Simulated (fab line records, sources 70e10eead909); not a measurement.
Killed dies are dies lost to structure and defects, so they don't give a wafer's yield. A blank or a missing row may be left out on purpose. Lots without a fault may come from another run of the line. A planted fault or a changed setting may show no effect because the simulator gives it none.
Problem report in the 8D (eight disciplines) form, filled by code | flow nand_harc | the parts of the form that need people (team, actions taken, sign-off) are left out

1. THE PROBLEM
thk_nm at NHARC_A_ONON_D2_THK_MEAS_05 reads a mean of 912 nm on 5 wafers of 2 lots; wafers without a fault read 1001 nm with a standard deviation of 8.8. That is -10 standard deviations from the usual mean.
The step: measures by ellipsometry.
First seen on wafer L750.3, day 16 01:41, on film_metro-02. The record holds 42 wafers of 14 lots with a number at this step. Rule for "out", or "out of limits": more than 4 standard deviations from the usual mean. The other wafers with a number count as sound.

2. WHAT IT IS AND WHAT IT IS NOT
question                    | is                                     | is not
which readings at this step | thk_nm                                 | -
which lots                  | L750, L753                             | L742, L743, L744, L745, L746, L747, L749, L759, L760, L763, L764, L765
which wafers of those lots  | L750.3, L750.5, L753.3, L753.4, L753.5 | L750.1
read on which gauges        | film_metro-01, film_metro-02           | -
when                        | from day 16 01:41                      | up to then (22 sound wafers); but 15 sound wafers of L759, L760, L763, L764, L765 came after

3. SUSPECTS, AND WHAT RULES EACH OUT
Counting: a tool at a process step up to the reading stays a suspect if it ran every lot that is out. Sound lots after the first of them don't rule it out here, since some wafers of a struck lot are sound.
- the gauge at NHARC_A_ONON_D2_THK_MEAS_05: ruled out. The wafers that are out were read on 2 gauges (film_metro-01, film_metro-02).
- pecvd_onon-01 at NHARC_A_ONON_D2_DEP_03 (target thk 1000 nm): kept. It ran every lot that is out, first L750 (day 16 01:11); its last sound lot up to then is L749 (day 15 10:37).
Left after counting: pecvd_onon-01 at NHARC_A_ONON_D2_DEP_03.

4. THE CAUSE (what the simulator had put in)
Process parameter drift: pecvd_onon-01, from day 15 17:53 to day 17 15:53, at NHARC_A_ONON_D2_DEP_03. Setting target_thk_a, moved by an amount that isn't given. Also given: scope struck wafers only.
Counting left only this tool.

5. THE CHAIN OF EFFECTS, in route order
Each row: a reading whose mean over the struck wafers that have a number lies more than 3 standard deviations from the usual. Only readings for which the record gives a usual standard deviation are gone through. hours: the time from each lot's start at the first step in this table that gives one to its start at this step, as a median over the lots. sigmas: the change in usual standard deviations.
hours | step                        | reading         | usual   | on struck wafers | change | sigmas
0     | NHARC_A_ONON_D2_THK_MEAS_05 | thk_nm          | 1001 nm | 912              | -89    | -10
301   | NHARC_END_SORT_01           | killed_at_array | 55      | 669              | +614   | +32
301   | NHARC_END_SORT_01           | killed_dies     | 60      | 677              | +617   | +32

6. WHAT WOULD HAVE CAUGHT IT SOONER
In this record the first reading out of limits at a measuring or inspecting step was taken at day 16 01:41, 8 hours after the fault began at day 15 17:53.
Of the tool readings at NHARC_A_ONON_D2_DEP_03 for which the record gives a usual standard deviation, none was out on any struck wafer, so an alarm limit of 4 standard deviations on them would not have fired.
Of the lots that are out (2), L753 began NHARC_A_ONON_D2_DEP_03 on pecvd_onon-01 after day 16 01:41. A hold on the tool at that time would have spared it.
